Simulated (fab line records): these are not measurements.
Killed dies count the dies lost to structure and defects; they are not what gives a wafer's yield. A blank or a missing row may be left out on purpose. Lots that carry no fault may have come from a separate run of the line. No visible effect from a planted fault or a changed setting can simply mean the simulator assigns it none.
Which tool is to blame? :: flow nand harc :: 36 wafers from 12 lots sampled at 2 of the route's 1302 steps

## WHAT EACH GAUGE READ, for each wafer
NHARC_A_CHANNEL_HOLE_D2_CD_MEAS_10: target cd 100 nm.
lot: L075
measured: day 13 12:21
on: cd sem-01
cd nm (nm): 100.4 99.5 101.0

lot: L077
measured: day 14 20:14
on: cd sem-01
cd nm (nm): 99.5 99.9 99.9

lot: L079
measured: day 15 03:55
on: cd sem-01
cd nm (nm): 99.7 99.8 100.4

lot: L081
measured: day 16 08:35
on: cd sem-01
cd nm (nm): 100.3 99.4 100.1

lot: L084
measured: day 16 22:53
on: cd sem-02
cd nm (nm): 99.6 100.6 99.9

lot: L085
measured: day 17 14:16
on: cd sem-03
cd nm (nm): 99.9 100.1 100.1

lot: L087
measured: day 19 02:34
on: cd sem-01
cd nm (nm): 100.5 101.3 100.9

lot: L089
measured: day 19 04:50
on: cd sem-03
cd nm (nm): 100.3 100.4 100.6

lot: L091
measured: day 20 02:46
on: cd sem-01
cd nm (nm): 100.0 100.2 100.7

lot: L093
measured: day 20 19:29
on: cd sem-01
cd nm (nm): 100.1 99.8 99.9

lot: L095
measured: day 21 21:59
on: cd sem-01
cd nm (nm): 100.4 100.3 100.9

lot: L097
measured: day 22 13:38
on: cd sem-01
cd nm (nm): 99.7 99.6 100.2

## EACH LOT AND THE TOOL THAT RAN IT (in order: tool; ch and the chambers of the sampled wafers; start)
lot: L075
NHARC_A_CHANNEL_FILL_D1_ALD_02: ald hk-03 ch 1,2,3, day 9 07:55

lot: L077
NHARC_A_CHANNEL_FILL_D1_ALD_02: ald hk-02 ch 1,3, day 10 09:05

lot: L079
NHARC_A_CHANNEL_FILL_D1_ALD_02: ald hk-03 ch 1,2, day 11 00:27

lot: L081
NHARC_A_CHANNEL_FILL_D1_ALD_02: ald hk-02 ch 0,1,2, day 11 23:19

lot: L084
NHARC_A_CHANNEL_FILL_D1_ALD_02: ald hk-02 ch 1,3, day 12 16:41

lot: L085
NHARC_A_CHANNEL_FILL_D1_ALD_02: ald hk-01 ch 0,1,2, day 13 07:52

lot: L087
NHARC_A_CHANNEL_FILL_D1_ALD_02: ald hk-03 ch 0,1,2, day 14 18:16

lot: L089
NHARC_A_CHANNEL_FILL_D1_ALD_02: ald hk-02 ch 0,2,3, day 14 22:23

lot: L091
NHARC_A_CHANNEL_FILL_D1_ALD_02: ald hk-03 ch 1,2,3, day 15 22:07

lot: L093
NHARC_A_CHANNEL_FILL_D1_ALD_02: ald hk-03 ch 2,3, day 16 12:13

lot: L095
NHARC_A_CHANNEL_FILL_D1_ALD_02: ald hk-03 ch 2,3, day 17 17:05

lot: L097
NHARC_A_CHANNEL_FILL_D1_ALD_02: ald hk-01 ch 0,3, day 18 07:05
- NHARC_A_CHANNEL_FILL_D1_ALD_02: deposits SiO2, target thk 6 nm, pulse time 10 s, ald cycles 60.

## THE ANSWER, worked out from the rows above alone
Rule: what is usual is taken from the lots themselves. Put in order of their means at a reading, lots are off if they are a third of the lots or fewer, leave a main group of 4 or more, and stand apart from it by a gap of 3 or more times the standard deviation of the main group's means; of several such gaps the widest counts. The tables above print the reading to a certain number of digits; a main group whose means all agree to those digits is not used. A lot without any number at a reading at which 4 lots or more have one is off too. Where the step has rows for the other lots, those lots are counted as sound.
No lot is off at any reading shown: from this, nothing can be told.

## WHAT WAS PUT IN BY THE SIMULATOR
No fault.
